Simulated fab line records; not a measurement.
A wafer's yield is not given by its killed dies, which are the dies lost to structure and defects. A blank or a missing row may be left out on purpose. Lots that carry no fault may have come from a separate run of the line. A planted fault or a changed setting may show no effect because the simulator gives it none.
8D (eight disciplines) problem report, filled in by code + flow n5_finfet + the parts of the form that need people (team, actions taken, sign-off) are left out

== 1. WHAT IS WRONG ==
At N5_BEOL_M11_ETCH_65, oes_product_au averages 0.28 a.u. over 6 wafers from 2 lots, while fault-free wafers read 0.68 a.u., standard deviation 0.068. Measured from the usual mean, that is -5.9 standard deviations.
The step: etches SiARC in CF4, target depth 39 nm, time 65 s.
The first sign was on wafer L292.1 at day 14 07:08, on rie_diel-05. The record holds 40 wafers of 14 lots with a number at this step. Rule for "out" (also "out of limits"): further than 4 standard deviations from the usual mean. The other wafers with a number count as sound.

== 2. WHAT IT IS, AND WHAT IT ISN'T ==
| question                    | is                     | is not                                                                                                                     |
|-----------------------------|------------------------|----------------------------------------------------------------------------------------------------------------------------|
| which readings at this step | oes_product_au         | chamber_pressure_mTorr, drypump_motor_current_A, etch_rf_on_time_s, rf_vpp_V, showerhead_plenum_p_Torr, throttle_valve_pct |
| which lots                  | L290, L292             | L278, L282, L283, L284, L285, L287, L296, L297, L298, L299, L300, L301                                                     |
| which wafers of those lots  | all that have a number | -                                                                                                                          |
| read on which tools         | rie_diel-05            | rie_diel-03, rie_diel-04                                                                                                   |
| when                        | from day 14 07:08      | up to then (18 sound wafers); but 16 sound wafers of L296, L297, L298, L299, L300, L301 came after                         |

== 3. THE SUSPECTS, EACH WITH WHAT RULES IT OUT ==
Counting: a tool stays on the suspect list if, at a process step up to the reading, it processed all lots that are out and no sound lot following the first of them.
- pecvd-01 at N5_BEOL_M11_ILD_DEP_00 (deposits SiCOH lowk from DEMS/porogen, target thk 308.51 nm, time 58 s): ruled out as a lasting fault. Following L292 (day 14 01:01), the first lot on it that is out, the sound lots L301 were run on it.
- rie_diel-04 at N5_BEOL_M11_ETCH_61 (etches SiARC in CF4, target depth 39 nm, time 65 s): ruled out as a lasting fault. Following L292 (day 14 03:11), the first lot on it that is out, the sound lots L297, L300 were run on it.
- arfi_scanner-01 at N5_BEOL_M11_EXPOSE_25 (exposes mask V10): ruled out as a lasting fault. Following L292 (day 14 06:52), the first lot on it that is out, the sound lots L296, L299 were run on it.
- rie_diel-05 at N5_BEOL_M11_ETCH_65 (etches SiARC in CF4, target depth 39 nm, time 65 s): ruled out as a lasting fault. Following L292 (day 14 07:08), the first lot on it that is out, the sound lots L297, L301, L300 were run on it.
Left after counting: nothing in the record.

== 4. THE CAUSE (what the simulator had put in) ==
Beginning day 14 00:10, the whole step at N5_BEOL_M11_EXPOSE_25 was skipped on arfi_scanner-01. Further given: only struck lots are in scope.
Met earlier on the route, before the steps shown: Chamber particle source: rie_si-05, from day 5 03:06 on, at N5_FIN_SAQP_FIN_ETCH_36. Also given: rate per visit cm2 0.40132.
Counting ruled it out, wrongly: the rule takes a fault to strike every lot that its tool runs from its start on, and this one did not.

== 5. THE CHAIN OF EFFECTS, in route order ==
Rows list readings where the struck wafers' mean (over those with a number) sits beyond 3 standard deviations from the usual. Scope: only readings with a usual standard deviation given in the record; hours: median across lots of the time from each lot's start at the first step in this table that gives one to its start at this step; sigmas: change in usual standard deviations.
| hours | step                | reading        | usual     | on struck wafers | change | sigmas |
|-------|---------------------|----------------|-----------|------------------|--------|--------|
| 0     | N5_BEOL_M11_ETCH_65 | oes_product_au | 0.68 a.u. | 0.28             | -0.40  | -5.9   |
Its process steps:
- N5_BEOL_M11_ETCH_65: etches SiARC in CF4, target depth 39 nm, time 65 s.
Readings that are blank on the struck wafers while sound wafers have them: exposure_dose_mJ_cm2 at N5_BEOL_M11_EXPOSE_25; focus_offset_nm at N5_BEOL_M11_EXPOSE_25.

== 6. WHAT WOULD HAVE CAUGHT IT SOONER ==
In this record no reading fell out of limits until day 14 07:08, 7 hours after the fault had begun at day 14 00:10.
At N5_BEOL_M11_EXPOSE_25 the tool's readings are blank on the struck wafers, where sound wafers have them: an empty tool record is the first sign, and it was there at once.
